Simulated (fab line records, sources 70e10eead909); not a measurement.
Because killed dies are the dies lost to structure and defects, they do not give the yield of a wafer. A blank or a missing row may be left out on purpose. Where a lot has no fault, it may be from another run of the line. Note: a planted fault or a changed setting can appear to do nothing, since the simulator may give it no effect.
Matching of chambers	flow nand-harc	NHARC_P_M0_ETCH_34 on rie-diel-03 has 4 sister chambers
The step etches the open film in N2/H2, target depth 40 nm, overetch 12 nm, time 43.94 s. 24 wafers are shown with their chamber, then 12 later ones without.

WAFERS PAIRED WITH THEIR CHAMBERS
wafer	chamber	showerhead-plenum-p-Torr (Torr)	drypump-motor-current-A (A)	rf-vpp-V (V)
L078.2	2	1.90	5.4	425.9
L078.4	3	2.18	5.5	435.2
L078.5	1	2.08	5.0	432.9
L077.1	2	1.90	5.4	426.4
L077.5	3	2.18	5.4	433.8
L077.6	1	2.08	5.0	432.1
L079.2	2	1.90	5.4	427.1
L079.4	0	1.92	5.7	425.6
L079.5	3	2.18	5.5	434.7
L084.2	2	1.89	5.4	426.7
L084.3	0	1.92	5.7	426.4
L084.4	3	2.17	5.4	432.6
L086.1	1	2.07	5.0	430.4
L086.2	0	1.91	5.8	428.3
L086.5	1	2.07	5.0	432.5
L085.1	3	2.17	5.4	433.6
L085.4	2	1.89	5.4	428.0
L085.5	3	2.17	5.5	435.2
L087.1	2	1.89	5.4	427.7
L087.2	0	1.91	5.7	427.4
L087.3	3	2.17	5.4	433.8
L088.1	1	2.07	5.0	432.0
L088.3	3	2.17	5.4	433.3
L088.4	0	1.91	5.7	428.1

SIGNATURES, as means of the wafers listed above
reading	chamber 0	chamber 1	chamber 2	chamber 3	scatter within a chamber
showerhead-plenum-p-Torr	1.9140	2.0740	1.8950	2.1738	0.00537
drypump-motor-current-A	5.720	5.000	5.400	5.438	0.0366
rf-vpp-V	427.160	431.980	426.967	434.025	0.951
Rule: a wafer's distance from a chamber is the root of the sum, over the readings, of the square of ((its reading less the chamber's mean) divided by the reading's scatter). If the next closest chamber is less than 2 further off than the closest, the wafer can't be placed; otherwise it belongs to the closest. The scatter: take each reading less its chamber's mean, square it, sum over the shown wafers, divide by the number of wafers less the number of chambers, and take the root.

WAFERS MISSING THEIR CHAMBER
wafer	showerhead-plenum-p-Torr (Torr)	drypump-motor-current-A (A)	rf-vpp-V (V)
L089.1	1.89	5.4	426.7
L089.2	1.91	5.7	427.6
L089.3	2.07	5.0	432.1
L090.1	1.91	5.7	428.8
L090.3	2.07	4.9	430.6
L090.4	2.17	5.5	435.0
L091.1	2.07	5.0	432.6
L091.3	1.91	5.8	427.2
L091.5	2.07	5.0	430.7
L097.1	2.17	5.4	434.6
L097.5	1.91	5.7	425.9
L097.6	2.07	5.0	431.8

EACH ONE'S CHAMBER
wafer	from the rows above	in truth
L089.1	2	2
L089.2	0	0
L089.3	1	1
L090.1	0	0
L090.3	1	1
L090.4	3	3
L091.1	1	1
L091.3	0	0
L091.5	1	1
L097.1	3	3
L097.5	0	0
L097.6	1	1
Correctly placed: 12 of 12. Not placeable from these rows: 0. Wrongly placed: 0.
